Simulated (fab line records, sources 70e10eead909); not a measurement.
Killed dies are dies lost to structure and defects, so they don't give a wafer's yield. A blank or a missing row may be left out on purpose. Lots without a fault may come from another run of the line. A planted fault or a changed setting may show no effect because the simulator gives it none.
Which tool did it? | flow nand_harc | 13 lots, 39 wafers sampled, at 6 steps of a route of 1302

WHAT THE GAUGES READ, wafer by wafer
NHARC_P_GATE_CD_MEAS_26: target cd 120 nm. Usual: cd_nm 120.0 nm, standard deviation 0.73.
lot  | measured     | on        | cd_nm (nm)        | flag
L773 | day 5 00:12  | cd_sem-02 | 119.6 120.4 119.8 |
L774 | day 5 13:28  | cd_sem-03 | 118.8 119.7 119.2 |
L776 | day 6 07:35  | cd_sem-03 | 119.8 120.5 119.5 |
L778 | day 7 03:51  | cd_sem-03 | 119.5 121.4 119.7 |
L779 | day 7 16:54  | cd_sem-03 | 120.1 120.8 120.6 |
L782 | day 9 01:30  | cd_sem-03 | 111.0 112.5 111.5 | OFF
L783 | day 9 15:52  | cd_sem-03 | 111.7 113.2 112.9 | OFF
L788 | day 11 14:22 | cd_sem-03 | 121.1 121.3 120.2 |
L790 | day 12 06:11 | cd_sem-01 | 119.7 119.9 119.5 |
L792 | day 12 16:23 | cd_sem-03 | 120.0 120.8 120.8 |
L793 | day 13 06:14 | cd_sem-02 | 119.7 120.7 120.2 |
L795 | day 14 01:28 | cd_sem-02 | 120.7 120.2 120.9 |
L796 | day 14 16:07 | cd_sem-03 | 120.4 120.3 120.6 |

NHARC_P_GATE_OVL_MEAS_27. Usual: overlay_x_nm -0.2 nm, standard deviation 0.92; overlay_y_nm -0.2 nm, standard deviation 0.77.
lot  | measured     | on         | overlay_x_nm (nm) | overlay_y_nm (nm) | flag
L773 | day 5 00:17  | overlay-02 | -0.7 -0.1 -0.4    | -0.5 -0.3 -0.1    |
L774 | day 5 13:32  | overlay-01 | 0.0 0.0 0.1       | -0.7 -0.8 -0.2    |
L776 | day 6 07:40  | overlay-02 | 0.5 0.7 0.8       | -0.3 0.2 -0.1     |
L778 | day 7 03:56  | overlay-02 | 1.5 1.3 1.7       | 0.2 0.1 0.3       |
L779 | day 7 16:59  | overlay-02 | 0.0 -0.3 0.1      | -0.8 -0.6 -0.4    |
L782 | day 9 01:35  | overlay-02 | -0.7 -0.7 -1.0    | 1.9 2.0 2.0       |
L783 | day 9 15:56  | overlay-02 | 1.1 0.8 0.8       | -0.4 0.0 -0.6     |
L788 | day 11 14:26 | overlay-02 | -0.9 0.0 -0.7     | 0.0 0.0 -0.8      |
L790 | day 12 06:16 | overlay-01 | -0.2 0.1 -0.4     | 1.6 0.8 1.6       |
L792 | day 12 16:28 | overlay-02 | 0.4 -0.7 -0.1     | -1.1 -1.5 -1.8    |
L793 | day 13 06:19 | overlay-02 | -1.2 -1.1 -0.6    | 0.1 0.2 0.0       |
L795 | day 14 01:33 | overlay-01 | -1.5 -1.3 -1.0    | 0.2 0.2 0.6       |
L796 | day 14 16:12 | overlay-02 | 0.9 1.1 1.1       | -0.7 -0.5 0.2     |

NHARC_END_SORT_01. Usual: killed_at_array 55, standard deviation 19; killed_at_other 0.8, standard deviation 1.1; killed_at_periphery 4.0, standard deviation 2.6; killed_dies 60, standard deviation 20; killed_open 3.4, standard deviation 1.7; killed_short 2.6, standard deviation 1.5.
lot  | measured     | on        | killed_at_array | killed_at_other | killed_at_periphery | killed_dies | killed_open | killed_short | flag
L783 | day 29 05:52 | prober-02 | 51              | 0               | 7                   | 58          | 3           | 6            |

WHICH TOOL RAN EACH LOT (tool, then ch and the chambers of the sampled wafers, then the start)
lot  | NHARC_P_GATE_DEP_103            | NHARC_P_GATE_PEB_24               | NHARC_P_GATE_ETCH_114
L773 | pecvd-01 ch 0,2, day 4 23:23    | litho_track-01 ch 0, day 5 00:07  | rie_diel-07 ch 0,2,3, no start
L774 | pecvd-01 ch 0,2, day 5 12:50    | litho_track-01 ch 0, day 5 13:23  | rie_diel-05 ch 0,2, no start
L776 | pecvd-04 ch 1,2, day 6 07:04    | litho_track-04 ch 0, day 6 07:31  | rie_diel-12 ch 0,1, no start
L778 | pecvd-04 ch 0,1,2, day 7 03:10  | litho_track-04 ch 0, day 7 03:46  | rie_diel-12 ch 1,2,3, no start
L779 | pecvd-04 ch 0,1, day 7 16:16    | litho_track-04 ch 0, day 7 16:49  | rie_diel-05 ch 1,3, no start
L782 | pecvd-04 ch 1,2, day 9 00:58    | litho_track-01 ch 0, day 9 01:25  | rie_diel-12 ch 0,2,3, no start
L783 | pecvd-04 ch 1,2, day 9 15:20    | litho_track-01 ch 0, day 9 15:47  | rie_diel-07 ch 0,2,3, day 29 05:52 or earlier
L788 | pecvd-04 ch 0,2, day 11 13:44   | litho_track-04 ch 0, day 11 14:17 | rie_diel-07 ch 0,2, no start
L790 | pecvd-01 ch 0,2, day 12 05:39   | litho_track-06 ch 0, day 12 06:06 | rie_diel-07 ch 0,1,3, no start
L792 | pecvd-02 ch 0,2, day 12 15:44   | litho_track-06 ch 0, day 12 16:18 | rie_diel-05 ch 0,1, no start
L793 | pecvd-01 ch 0,1,2, day 13 05:32 | litho_track-04 ch 0, day 13 06:08 | rie_diel-05 ch 0,1,2, no start
L795 | pecvd-02 ch 0,1, day 14 00:47   | litho_track-06 ch 0, day 14 01:23 | rie_diel-05 ch 0,1,3, no start
L796 | pecvd-02 ch 0,1,2, day 14 15:26 | litho_track-06 ch 0, day 14 16:02 | rie_diel-07 ch 0,1, no start
- NHARC_P_GATE_DEP_103: deposits SiON, target thk 30 nm.
- NHARC_P_GATE_PEB_24: peb time 65 s.
- NHARC_P_GATE_ETCH_114: etches the open film in CF4/O2, target depth 30 nm, overetch 3 nm, time 16.5 s.

WHAT THE TOOLS THEMSELVES READ (means of the sampled wafers that have a number; where no wafer has one, the mark that the record gives instead)
NHARC_P_GATE_DEP_103. Usual: heater_power_w 749 W, standard deviation 89.
lot  | tool     | heater_power_w (W) | flag
L773 | pecvd-01 | 601                |
L774 | pecvd-01 | 662                |
L776 | pecvd-04 | 811                |
L778 | pecvd-04 | 758                |
L779 | pecvd-04 | 674                |
L782 | pecvd-04 | 700                |
L783 | pecvd-04 | 769                |
L788 | pecvd-04 | 723                |
L790 | pecvd-01 | 699                |
L792 | pecvd-02 | 858                |
L793 | pecvd-01 | 741                |
L795 | pecvd-02 | 706                |
L796 | pecvd-02 | 792                |

NHARC_P_GATE_ETCH_114. Usual: drypump_motor_current_A 5.6 A, standard deviation 0.55; oes_f_703_au 1.000 a.u., standard deviation 0.0048; oes_product_au 1.000 a.u., standard deviation 0.012; rf_vpp_V 198.1 V, standard deviation 1.4; showerhead_plenum_p_Torr 1.35 Torr, standard deviation 0.052; throttle_valve_pct 13.397 %, standard deviation 0.0089.
lot  | tool        | drypump_motor_current_A (A) | oes_f_703_au (a.u.) | oes_product_au (a.u.) | rf_vpp_V (V) | showerhead_plenum_p_Torr (Torr) | throttle_valve_pct (%) | flag
L773 | rie_diel-07 | 6.4                         | 0.997               | 0.995                 | 197.7        | 1.36                            | 13.391                 |
L774 | rie_diel-05 | 5.3                         | 1.003               | 0.994                 | 197.9        | 1.35                            | 13.395                 |
L776 | rie_diel-12 | 5.4                         | 0.999               | 1.017                 | 198.9        | 1.40                            | 13.391                 |
L778 | rie_diel-12 | 5.3                         | 1.001               | 1.007                 | 198.2        | 1.37                            | 13.402                 |
L779 | rie_diel-05 | 5.7                         | 1.005               | 1.007                 | 197.2        | 1.32                            | 13.399                 |
L782 | rie_diel-12 | 5.1                         | 1.000               | 1.007                 | 198.2        | 1.38                            | 13.391                 |
L783 | rie_diel-07 | 6.4                         | 0.999               | 0.997                 | 197.8        | 1.36                            | 13.401                 |
L788 | rie_diel-07 | 6.2                         | 1.000               | 1.000                 | 198.8        | 1.40                            | 13.392                 |
L790 | rie_diel-07 | 6.1                         | 1.002               | 0.993                 | 197.6        | 1.32                            | 13.400                 |
L792 | rie_diel-05 | 5.4                         | 0.999               | 1.005                 | 197.5        | 1.32                            | 13.403                 |
L793 | rie_diel-05 | 5.4                         | 0.999               | 0.992                 | 198.3        | 1.32                            | 13.402                 |
L795 | rie_diel-05 | 5.6                         | 1.003               | 1.005                 | 197.4        | 1.32                            | 13.392                 |
L796 | rie_diel-07 | 6.2                         | 0.998               | 0.994                 | 197.3        | 1.32                            | 13.398                 |

THE ANSWER, worked out from the rows above alone
Rule: a lot is off if the mean of its wafers that have a number lies more than 3 standard deviations from the usual mean. A lot without any number at a reading at which 4 lots or more have one is off too. The other lots that the step has rows for count as sound. The gauges are gone through in route order, then the tools' own readings, and for those a lot's mean is taken as printed above. The first step at which some lot is off is used, and at that step the reading that is off furthest; a lot without a number counts as furthest.
Off: L782, L783, at NHARC_P_GATE_CD_MEAS_26 (cd_nm).
A tool fits if, at a process step before that reading, it ran every lot that is off, and no sound lot after the first of them. The gauges at NHARC_P_GATE_CD_MEAS_26 are tried like those tools. One fits: litho_track-01 at NHARC_P_GATE_PEB_24. Its last sound lot is L774 (day 5 13:23), its first lot that is off L782 (day 9 01:25): a fault that began between those two fits.

WHAT THE SIMULATOR HAD PUT IN
Process parameter drift: litho_track-01, from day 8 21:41 on, at NHARC_P_GATE_PEB_24. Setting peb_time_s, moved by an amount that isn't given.
Lots struck among those shown: L782, L783. The rule above found the same.
